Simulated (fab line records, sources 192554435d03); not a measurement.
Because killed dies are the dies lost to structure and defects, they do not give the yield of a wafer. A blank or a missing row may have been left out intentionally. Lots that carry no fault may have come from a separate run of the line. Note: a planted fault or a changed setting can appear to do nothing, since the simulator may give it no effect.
Split-lot experiment -- flow n5Finfet -- 7 lots, 21 wafers read, on a route of 1938 steps

## THE SPLIT
At N5_ZERO_LAYER_EXPOSE_08 (exposes mask ZERO, defocus 0 nm, target cd 2000 nm), the setting doseMj was moved away from the recipe's 16.2 on 10 of the 21 wafers read, by -7.4% to +6.0%. This setting was run at the recipe's value on the other wafers.

## FROM THE SPLIT TO THE READING: what the file shows between them, 2 steps
- N5_ZERO_LAYER_DEVELOP_10: develop time 60 s (also split here: developTimeS)
- N5_ZERO_LAYER_HARDBAKE_23: time 120 s

## THE READING
cdNm, in nm, at N5_ZERO_LAYER_CD_MEAS_11 (target cd 2000 nm). A value of 2001.0 nm with a standard deviation of 2.8 nm is what fault-free wafers of this fab line usually give.

wafer,"tool, chamber at the split",doseMj as run,against the recipe,"cdNm, nm",against lot-mates on the recipe
L077.4,"krfScanner-02, 0",16.2,recipe,2005.2,-
L077.5,"krfScanner-02, 0",16.2,recipe,2004.8,-
L077.6,"krfScanner-02, 0",16.2,recipe,2005.4,-
L084.1,"krfScanner-02, 0",15,-7.4%,1985.7,-14.6
L084.5,"krfScanner-02, 0",16.2,recipe,1998.8,-
L084.6,"krfScanner-02, 0",16.2,recipe,2001.8,-
L085.1,"krfScanner-01, 0",16.57,+2.3%,2002.7,-0.3
L085.3,"krfScanner-01, 0",16.2,recipe,2003.0,-
L085.6,"krfScanner-01, 0",16.57,+2.3%,2008.9,+5.9
L087.1,"krfScanner-02, 0",16.2,recipe,1996.9,-
L087.3,"krfScanner-02, 0",15.02,-7.3%,1983.0,-13.9
L087.5,"krfScanner-02, 0",15.02,-7.3%,1980.4,-16.5
L090.1,"krfScanner-02, 0",15.73,-2.9%,1995.2,-9.1
L090.2,"krfScanner-02, 0",15.73,-2.9%,1996.6,-7.7
L090.3,"krfScanner-02, 0",16.2,recipe,2004.3,-
L091.1,"krfScanner-02, 0",16.2,recipe,2008.4,-
L091.2,"krfScanner-02, 0",16.2,recipe,2001.6,-
L091.4,"krfScanner-02, 0",16.2,recipe,2002.7,-
L093.2,"krfScanner-02, 0",17.18,+6.0%,2014.6,no lot-mate on the recipe
L093.3,"krfScanner-02, 0",17.18,+6.0%,2011.9,no lot-mate on the recipe
L093.4,"krfScanner-02, 0",17.18,+6.0%,2014.8,no lot-mate on the recipe

FIT RESULTS
A straight line over all 21 wafers: cdNm changes by +2.29 nm for each +1% of doseMj; r = +0.94; the points scatter about the line by 3.1 nm.
The same after taking each lot's own level away (the mean of its wafers on the recipe; 18 wafers): +2.01 nm for each +1%; r = +0.95; scatter 2.1 nm.
On that fit, the largest move of doseMj shifts the reading by 15 nm.
Measured against the standard deviation above, the lots' own levels, which go from 1996.90 to 2005.13 nm, span 2.9 times it.
So the lot-to-lot level changes the slope: the two fits differ.
Check: with one of the wafers moved furthest among these (-7.4%) left out of the fit, the line predicts -15.8 nm for it against its lot-mates. Against them it came out at -14.6 nm.

## FURTHER SPLITS ON THESE WAFERS
These wafers also went through other splits before the reading. Each is held against what the fit with the lots' levels taken away leaves over:
other split on the same wafers,wafers away from the commonest value,r with cdNm (lot level and that fit taken away)
N5_ZERO_LAYER_DEVELOP_10 developTimeS,11,+0.36

## THE WHOLE CHAIN: every reading that the file lists as answering this split, in the file's order
step,what it does,reading,change (the file's fit),r (the file's)
N5_ZERO_LAYER_CD_MEAS_11,target cd 2000 nm,cdNm,+2.06 nm for each +1% of the setting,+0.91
N5_ZERO_LAYER_DESCUM_16,"chemistry O2, time 7.9 s","ZERO_LAYER.cdNm (the simulator's own value, which no gauge read)",+2.06 nm for each +1% of the setting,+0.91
N5_ZERO_LAYER_ETCH_18,"etches Si in HBr/Cl2, target depth 120 nm, time 40 s","ZERO_LAYER.cdNm (the simulator's own value, which no gauge read)",+2.04 nm for each +1% of the setting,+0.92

## FILE'S OWN FIT
cdNm changes by +2.06 nm for each +1% of doseMj, r = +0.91.
